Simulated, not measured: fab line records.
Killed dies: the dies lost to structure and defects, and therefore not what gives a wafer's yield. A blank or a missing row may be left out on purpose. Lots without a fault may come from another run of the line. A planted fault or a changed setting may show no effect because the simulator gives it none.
Chamber matching	flow n5-finfet	ald-hk-01 running N5_HKMG_FIN_ALD_75: 4 sister chambers
The step deposits Al2O3, target thk 1 nm, co reactant pulse time 1 s. 18 wafers are shown with their chamber, then 9 later ones without.

== WAFERS WITH THEIR CHAMBER ==
wafer	chamber	heater-power-w (W)	heater-power-outer-w (W)	precursor-pulse-height-rel
L076.1	3	131	66	0.981
L076.2	0	130	66	1.007
L076.6	2	136	70	1.015
L080.1	1	150	76	0.992
L080.2	3	128	66	1.014
L080.6	0	134	64	1.013
L081.1	2	134	71	1.010
L081.4	1	151	78	1.035
L081.6	0	134	67	1.032
L082.2	0	132	68	0.978
L082.4	2	137	70	1.019
L082.5	0	133	65	1.007
L085.3	2	134	72	0.989
L085.4	0	134	67	0.974
L085.5	1	146	78	1.000
L090.1	2	134	69	0.965
L090.2	0	133	65	1.002
L090.4	3	129	67	0.988

SIGNATURES (averages over the wafers above)
reading	chamber 0	chamber 1	chamber 2	chamber 3	scatter within a chamber
heater-power-w	132.86	149.00	135.00	129.33	1.68
heater-power-outer-w	66.00	77.33	70.40	66.33	1.21
precursor-pulse-height-rel	1.00186	1.00900	0.99960	0.99433	0.0209
Rule: distance of a wafer from a chamber = root of the sum over the readings of ((wafer's reading minus chamber's mean) / reading's scatter) squared. The wafer belongs to the nearest chamber; if the next one is less than 2 further off, it can't be placed. The scatter is the square root of a quotient: the sum, over the shown wafers, of each reading's squared deviation from its chamber's mean, divided by wafers minus chambers.

== WAFERS MISSING THEIR CHAMBER ==
wafer	heater-power-w (W)	heater-power-outer-w (W)	precursor-pulse-height-rel
L091.4	130	68	0.990
L091.5	151	79	1.041
L091.6	132	73	0.993
L095.4	129	67	0.990
L095.5	130	67	0.972
L095.6	148	77	1.029
L096.3	128	68	0.991
L096.5	133	65	1.017
L096.6	128	67	0.985

== CHAMBER TAKEN BY EACH ==
wafer	from the rows above	in truth
L091.4	can't be placed: 3 or 0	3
L091.5	1	1
L091.6	2	2
L095.4	can't be placed: 3 or 0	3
L095.5	can't be placed: 3 or 0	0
L095.6	1	1
L096.3	can't be placed: 3 or 0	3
L096.5	can't be placed: 0 or 3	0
L096.6	3	3
Placed correctly: 4 of 9. These rows do not allow placing 5 (true chamber among the candidates in 5). Wrongly placed: 0.
